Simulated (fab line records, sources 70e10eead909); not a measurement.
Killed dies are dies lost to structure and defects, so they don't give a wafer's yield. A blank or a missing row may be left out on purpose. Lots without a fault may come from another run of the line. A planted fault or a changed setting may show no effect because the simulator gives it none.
Chamber matching | flow nand_harc | NHARC_A_STAIRCASE_CMP_152 on cmp-01: 4 sister chambers
The step polishes. 4 wafers are shown with their chamber, then 7 later ones without.

WAFERS WITH THEIR CHAMBER
wafer  | chamber | motor_current_A (A)
L706.3 | 2       | 9.1
L705.1 | 1       | 12.4
L709.1 | 3       | 12.3
L709.2 | 0       | 13.2

WAFERS WITHOUT THEIR CHAMBER
wafer  | motor_current_A (A)
L709.4 | 13.1
L710.1 | 12.7
L710.2 | 11.9
L710.4 | 14.2
L716.1 | 9.7
L716.2 | 12.3
L716.5 | 13.4

WHICH CHAMBER EACH WENT THROUGH
wafer  | from the rows above          | in truth
L709.4 | can't be placed: 0 or 1 or 3 | 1
L710.1 | can't be placed: 1 or 3 or 0 | 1
L710.2 | can't be placed: 3 or 1 or 0 | 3
L710.4 | can't be placed: 0 or 1 or 3 | 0
L716.1 | 2                            | 2
L716.2 | can't be placed: 3 or 1 or 0 | 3
L716.5 | can't be placed: 0 or 1 or 3 | 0
Placed correctly: 1 of 7. Can't be placed from these rows: 6 (the true chamber is among the candidates in 6). Placed wrongly: 0.
How it was worked out, from the rows above alone: a wafer's distance from a chamber is the root of the sum, over the readings, of the square of ((its reading less the chamber's mean) divided by the reading's scatter). The wafer belongs to the nearest chamber; if the next one is less than 2 further off, it can't be placed. A chamber's mean is the mean of its shown wafers. The scatter: with one shown wafer a chamber, the root of the mean of the squares of how far each hidden wafer lies from its nearest shown one.
